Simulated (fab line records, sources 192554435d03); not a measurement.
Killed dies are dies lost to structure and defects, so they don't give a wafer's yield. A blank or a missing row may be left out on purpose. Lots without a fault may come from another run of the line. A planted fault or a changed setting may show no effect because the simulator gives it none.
A struck lot beside a sound one | flow n5_finfet | 36 steps out of a route of 1938
Sound: wafers L482.2, L482.3, L482.4. Struck: wafers L496.1, L496.3, L496.5. The cause comes at the end.
At each step with rows: each side's tool, then ch and its chambers, then its first start. Under that, the readings that differ: sound wafers | struck wafers | difference of the means | sigmas: that difference in standard deviations of wafers without a fault.
alike: readings whose means differ by less than 2 such deviations, and words and numbers that are the same on both sides. not compared: withheld readings, readings that some wafer has no value for, bounds like >300 that may hide the same value, and numbers for which the record gives no deviation and whose values overlap.
The two part at a step that has a row with sigmas, a row that says differs or no value, or rows on one side only. Numbers that don't overlap but have no deviation are shown without sigmas and don't part them. A reading that every wafer of one side lacks parts them only if that side has two wafers or more.

first, 9 steps without rows for these wafers: N5_BEOL_M4_ANNEAL_95 (time 240 s); N5_BEOL_M4_SPUTTER_96 (material Cu, target thk 4.5 nm, time 8.29 s); N5_BEOL_M4_ECD_50 (material Cu, target thk 300 nm); N5_BEOL_M4_ANNEAL_51 (time 90 s); N5_BEOL_M4_CMP_52 (polishes, stops on SiOC, t overpolish 6.8 s, target thk 40 nm); N5_BEOL_M4_PRE_CLEAN_60 (time 15 s); N5_BEOL_M4_CO_CAP_55 (material Co, precursor CCTBA/H2, target thk 2 nm, time 102.1 s); N5_BEOL_M4_PRE_CLEAN_56 (time 15 s); N5_BEOL_M4_DEP_57 (deposits SiCN from 3MS/NH3, target thk 8 nm, time 14 s).
N5_BEOL_M4_RC_MEAS_101:
  sound on prober-02 ch 0, day 10 10:49; struck on prober-01 ch 0, day 14 10:40
  alike: DIBL_N, DIBL_P, IOFF_N, IOFF_P, ION_N, ION_P, SS_N, SS_P, VT_N, VT_P
then, 24 steps without rows for these wafers: N5_BEOL_M5_ILD_DEP_00 (deposits SiCOH lowk from DEMS/porogen, target thk 140.64 nm, time 25.9 s); N5_BEOL_M5_CURE_79 (cures SiCOH lowk, time 240 s); N5_BEOL_M5_PECVD_70 (deposits SiO2 from TEOS/O2, target thk 16 nm, time 18 s); N5_BEOL_M5_HM_DEP_02 (deposits TiN, target thk 20 nm); N5_BEOL_M5_COAT_59 (time 60 s, resist thk 60 nm); N5_BEOL_M5_COAT_60 (time 60 s, resist thk 12 nm); N5_BEOL_M5_COAT_71 (time 60 s, resist thk 5 nm); N5_BEOL_M5_COAT_05 (resist thk 30 nm); N5_BEOL_M5_EBR_07; N5_BEOL_M5_SOFTBAKE_06 (time 60 s); N5_BEOL_M5_EXPOSE_08 (exposes mask M5, target cd 28 nm); N5_BEOL_M5_PEB_09 (peb time 60 s); N5_BEOL_M5_DEVELOP_10 (develop time 30 s); N5_BEOL_M5_DESCUM_16 (chemistry O2, time 7 s); N5_BEOL_M5_ETCH_72 (etches underlayer in N2/H2, target depth 6.5 nm, time 5.2 s); N5_BEOL_M5_ETCH_61 (etches SiARC in CF4, target depth 15.6 nm, time 26 s); N5_BEOL_M5_ETCH_62 (etches SOC in N2/H2, target depth 75 nm, overetch 15 nm, time 112.5 s); N5_BEOL_M5_STRIP_63 (strips in N2/H2); N5_BEOL_M5_STRIP_73 (strips in N2/H2); N5_BEOL_M5_STRIP_64 (strips in CF4); N5_BEOL_M5_HM_OPEN_17 (chemistry Cl2/BCl3, target TiN, target depth 20 nm, overetch 6 nm); N5_BEOL_M5_STRIP_19 (strips in O2); N5_BEOL_M5_COAT_65 (time 60 s, resist thk 60 nm); N5_BEOL_M5_COAT_66 (time 60 s, resist thk 12 nm).
N5_BEOL_M7_PECVD_70: deposits SiO2 from TEOS/O2, target thk 20 nm, time 22.7 s.
  sound on pecvd-02 ch 0,1, day 11 07:29; struck on pecvd-02 ch 1,2, day 15 10:29
  no value came back on the struck wafers for any of 7 readings (chamber_pressure_Torr (Torr), heater_power_outer_w (W) and others); on the sound wafers chamber_pressure_Torr (Torr) reads 5.487 5.521 5.520
-- the record jumps here: 4 days lie between the struck wafers' starts before and after (it left off in module BEOL_M7 and takes up again in module PASSIVATION, whose first step shown is number 1936 of the route) --
N5_PASSIVATION_PROBE_49:
  sound on prober-02, day 14 11:25; struck on prober-02, day 19 02:40
  reading                  | sound          | struck         | difference | sigmas
  defect_limited_yield (%) | 88.3 90.8 89.2 | 62.9 66.2 67.6 | -23.9      | -17
  killed_at_M0_to_M3       | 49 45 51       | 21 24 31       | -23        | -2
  killed_at_M4_up          | 10 18 14       | 356 334 312    | +320       | +58
  killed_at_front_end      | 65 36 57       | 38 26 26       | -23        | -2
  killed_dies              | 138 108 127    | 438 399 382    | +282       | +17
  killed_on_rim            | 16 12 12       | 18 128 115     | +74        | +17
  sort_bin_5_function (%)  | 6.4 5.1 5.7    | 34.1 31.4 29.2 | +25.8      | +27
  sort_bin_6_memory (%)    | 4.6 3.8 4.5    | 2.5 2.2 2.5    | -1.9       | -3
  sort_n_pass              | 1042 1072 1053 | 742 781 798    | -282       | -17
  sort_yield_pct (%)       | 88.3 90.8 89.2 | 62.9 66.2 67.6 | -23.9      | -17
  alike: killed_at_contacts, killed_at_other, killed_open, killed_short, sort_bin_4_leakage

WHERE THEY PART
First at N5_BEOL_M7_PECVD_70; last, within this record, at N5_PASSIVATION_PROBE_49.

WHY: what the simulator had put in
Skipped step whole: pecvd-02, from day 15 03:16 on, at N5_BEOL_M7_PECVD_70. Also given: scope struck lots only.
